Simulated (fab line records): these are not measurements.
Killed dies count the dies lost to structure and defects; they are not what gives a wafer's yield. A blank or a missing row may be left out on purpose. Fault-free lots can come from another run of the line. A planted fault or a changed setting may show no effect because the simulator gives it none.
Which tool is to blame? | flow n5Finfet | 72 wafers sampled from 24 lots at 1 step of a route of 1938

## WHAT EACH GAUGE READ, for each wafer
N5_BEOL_M4_OVL_MEAS_12. Usual: M4_OVL 0.2 nm, standard deviation 0.73.
lot  | measured     | on         | M4_OVL (nm)    | flag
L074 | day 7 12:56  | overlay-01 | 0.9 0.8 0.6    | 
L077 | day 8 05:43  | overlay-01 | 0.5 0.3 0.2    | 
L076 | day 8 10:10  | overlay-02 | 1.9 1.4 0.6    | 
L075 | day 8 17:36  | overlay-01 | 1.6 1.9 1.7    | 
L078 | day 8 19:22  | overlay-02 | -0.3 0.1 -0.2  | 
L080 | day 8 21:27  | overlay-02 | -0.3 0.0 -0.2  | 
L079 | day 8 22:52  | overlay-01 | -0.5 0.2 0.0   | 
L081 | day 8 23:10  | overlay-01 | 0.2 0.0 0.8    | 
L082 | day 9 11:47  | overlay-02 | 1.2 0.3 1.8    | 
L083 | day 9 21:47  | overlay-02 | 0.3 0.7 0.5    | 
L085 | day 10 06:55 | overlay-02 | 1.2 0.3 0.7    | 
L086 | day 10 18:16 | overlay-02 | 0.9 0.2 0.8    | 
L084 | day 10 19:28 | overlay-02 | 0.5 0.5 -0.8   | 
L087 | day 10 21:29 | overlay-01 | -1.0 -0.9 -0.6 | 
L088 | day 11 00:55 | overlay-02 | -0.5 0.7 0.4   | 
L090 | day 11 03:14 | overlay-01 | -0.8 0.5 0.3   | 
L089 | day 11 06:47 | overlay-02 | -0.7 -0.7 -1.3 | 
L091 | day 11 17:13 | overlay-01 | 0.5 1.3 -0.4   | 
L092 | day 12 02:57 | overlay-01 | 0.6 0.1 -0.6   | 
L093 | day 12 14:29 | overlay-02 | -0.9 -0.2 -0.7 | 
L094 | day 12 17:23 | overlay-02 | -1.3 -0.8 -0.3 | 
L095 | day 12 18:46 | overlay-01 | -0.4 -0.3 0.5  | 
L096 | day 13 00:58 | overlay-01 | 0.6 0.6 0.3    | 
L097 | day 13 15:22 | overlay-02 | 0.2 1.3 0.6    | 

## WHICH TOOL RAN EACH LOT (tool, then ch and the chambers of the sampled wafers, then the start)
There is no process step in the record ahead of these readings.

## AS READ BY THE TOOLS THEMSELVES (means over the sampled wafers that have a number; for cases with no such wafer, the mark the record gives instead)
The record holds no such reading with a usual standard deviation.

## THE ANSWER, worked out from the rows above alone
Rule: a lot counts as off when the mean over its wafers that have a number is more than 3 standard deviations away from the usual mean. Also off: a lot with no number at a reading for which 4 or more lots have one. All remaining lots with rows at the step are treated as sound. After the gauges, taken in route order, come the tools' own readings; for these a lot's mean is taken, as printed above. At the first step where some lot is off, the reading lying furthest off is the one used; lots without a number count as furthest.
Across all readings shown, no lot is off: no conclusion can be drawn from this.

## WHAT HAD BEEN PUT IN BY THE SIMULATOR
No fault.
